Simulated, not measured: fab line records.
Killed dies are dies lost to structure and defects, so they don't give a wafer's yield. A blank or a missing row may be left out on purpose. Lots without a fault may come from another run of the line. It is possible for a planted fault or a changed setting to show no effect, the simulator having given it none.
Matching of chambers / flow n5Finfet / N5_BEOL_M11_CMP_52 on cmp-04 has 4 sister chambers
The step polishes, stops on SiCOH lowk, t overpolish 7 s, target thk 140 nm. 20 wafers are shown with their chamber, then 10 later ones without.

## EACH WAFER AND ITS CHAMBER
wafer=L077.1; chamber=2; motorCurrentA (A)=7.0; timeToEndpointS (s)=63; barrierFieldEndpointS (s)=28.7
wafer=L077.4; chamber=1; motorCurrentA (A)=5.6; timeToEndpointS (s)=66; barrierFieldEndpointS (s)=29.5
wafer=L077.5; chamber=0; motorCurrentA (A)=6.8; timeToEndpointS (s)=66; barrierFieldEndpointS (s)=29.0
wafer=L079.1; chamber=2; motorCurrentA (A)=7.2; timeToEndpointS (s)=65; barrierFieldEndpointS (s)=28.8
wafer=L079.3; chamber=3; motorCurrentA (A)=5.3; timeToEndpointS (s)=63; barrierFieldEndpointS (s)=27.7
wafer=L079.4; chamber=1; motorCurrentA (A)=5.8; timeToEndpointS (s)=69; barrierFieldEndpointS (s)=30.2
wafer=L083.1; chamber=3; motorCurrentA (A)=5.3; timeToEndpointS (s)=64; barrierFieldEndpointS (s)=28.7
wafer=L083.4; chamber=2; motorCurrentA (A)=7.1; timeToEndpointS (s)=66; barrierFieldEndpointS (s)=29.7
wafer=L083.5; chamber=1; motorCurrentA (A)=5.7; timeToEndpointS (s)=69; barrierFieldEndpointS (s)=30.1
wafer=L084.1; chamber=2; motorCurrentA (A)=6.9; timeToEndpointS (s)=69; barrierFieldEndpointS (s)=28.4
wafer=L084.5; chamber=0; motorCurrentA (A)=6.7; timeToEndpointS (s)=68; barrierFieldEndpointS (s)=29.9
wafer=L084.6; chamber=3; motorCurrentA (A)=5.6; timeToEndpointS (s)=64; barrierFieldEndpointS (s)=29.4
wafer=L089.1; chamber=1; motorCurrentA (A)=5.7; timeToEndpointS (s)=72; barrierFieldEndpointS (s)=29.7
wafer=L089.4; chamber=2; motorCurrentA (A)=6.8; timeToEndpointS (s)=63; barrierFieldEndpointS (s)=28.3
wafer=L089.5; chamber=0; motorCurrentA (A)=6.8; timeToEndpointS (s)=66; barrierFieldEndpointS (s)=29.3
wafer=L088.1; chamber=1; motorCurrentA (A)=5.2; timeToEndpointS (s)=72; barrierFieldEndpointS (s)=29.6
wafer=L088.2; chamber=0; motorCurrentA (A)=6.7; timeToEndpointS (s)=68; barrierFieldEndpointS (s)=28.7
wafer=L088.5; chamber=3; motorCurrentA (A)=5.6; timeToEndpointS (s)=66; barrierFieldEndpointS (s)=28.8
wafer=L087.1; chamber=0; motorCurrentA (A)=6.7; timeToEndpointS (s)=70; barrierFieldEndpointS (s)=28.9
wafer=L087.5; chamber=0; motorCurrentA (A)=6.5; timeToEndpointS (s)=66; barrierFieldEndpointS (s)=29.1

SIGNATURES (averages over the wafers above)
reading=motorCurrentA; chamber 0=6.700; chamber 1=5.600; chamber 2=7.000; chamber 3=5.450; scatter within a chamber=0.171
reading=timeToEndpointS; chamber 0=67.33; chamber 1=69.60; chamber 2=65.20; chamber 3=64.25; scatter within a chamber=2.06
reading=barrierFieldEndpointS; chamber 0=29.150; chamber 1=29.820; chamber 2=28.780; chamber 3=28.650; scatter within a chamber=0.499
Rule: distance of a wafer from a chamber = root of the sum over the readings of ((wafer's reading minus chamber's mean) / reading's scatter) squared. The wafer belongs to the nearest chamber; if the next one is less than 2 further off, it can't be placed. The scatter is the square root of a quotient: the sum, over the shown wafers, of each reading's squared deviation from its chamber's mean, divided by wafers minus chambers.

## WAFERS WITH NO CHAMBER GIVEN
wafer=L087.6; motorCurrentA (A)=5.2; timeToEndpointS (s)=73; barrierFieldEndpointS (s)=29.9
wafer=L093.3; motorCurrentA (A)=7.1; timeToEndpointS (s)=68; barrierFieldEndpointS (s)=29.0
wafer=L093.5; motorCurrentA (A)=6.8; timeToEndpointS (s)=70; barrierFieldEndpointS (s)=29.4
wafer=L093.6; motorCurrentA (A)=5.8; timeToEndpointS (s)=69; barrierFieldEndpointS (s)=30.5
wafer=L092.2; motorCurrentA (A)=5.4; timeToEndpointS (s)=73; barrierFieldEndpointS (s)=29.3
wafer=L092.4; motorCurrentA (A)=5.4; timeToEndpointS (s)=69; barrierFieldEndpointS (s)=29.1
wafer=L092.5; motorCurrentA (A)=5.6; timeToEndpointS (s)=72; barrierFieldEndpointS (s)=29.2
wafer=L097.3; motorCurrentA (A)=5.7; timeToEndpointS (s)=68; barrierFieldEndpointS (s)=30.0
wafer=L097.5; motorCurrentA (A)=5.5; timeToEndpointS (s)=56; barrierFieldEndpointS (s)=28.1
wafer=L097.6; motorCurrentA (A)=7.1; timeToEndpointS (s)=65; barrierFieldEndpointS (s)=30.2

## WHICH CHAMBER EACH ONE RAN IN
wafer=L087.6; from the rows above=1; in truth=1
wafer=L093.3; from the rows above=can't be placed: 2 or 0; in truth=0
wafer=L093.5; from the rows above=can't be placed: 0 or 2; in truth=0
wafer=L093.6; from the rows above=1; in truth=1
wafer=L092.2; from the rows above=1; in truth=1
wafer=L092.4; from the rows above=can't be placed: 1 or 3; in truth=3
wafer=L092.5; from the rows above=1; in truth=1
wafer=L097.3; from the rows above=1; in truth=1
wafer=L097.5; from the rows above=3; in truth=3
wafer=L097.6; from the rows above=can't be placed: 2 or 0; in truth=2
Placed correctly: 6 of 10. Cannot be placed on the basis of these rows: 4; the candidates contain the true chamber in 4. Number placed wrongly: 0.
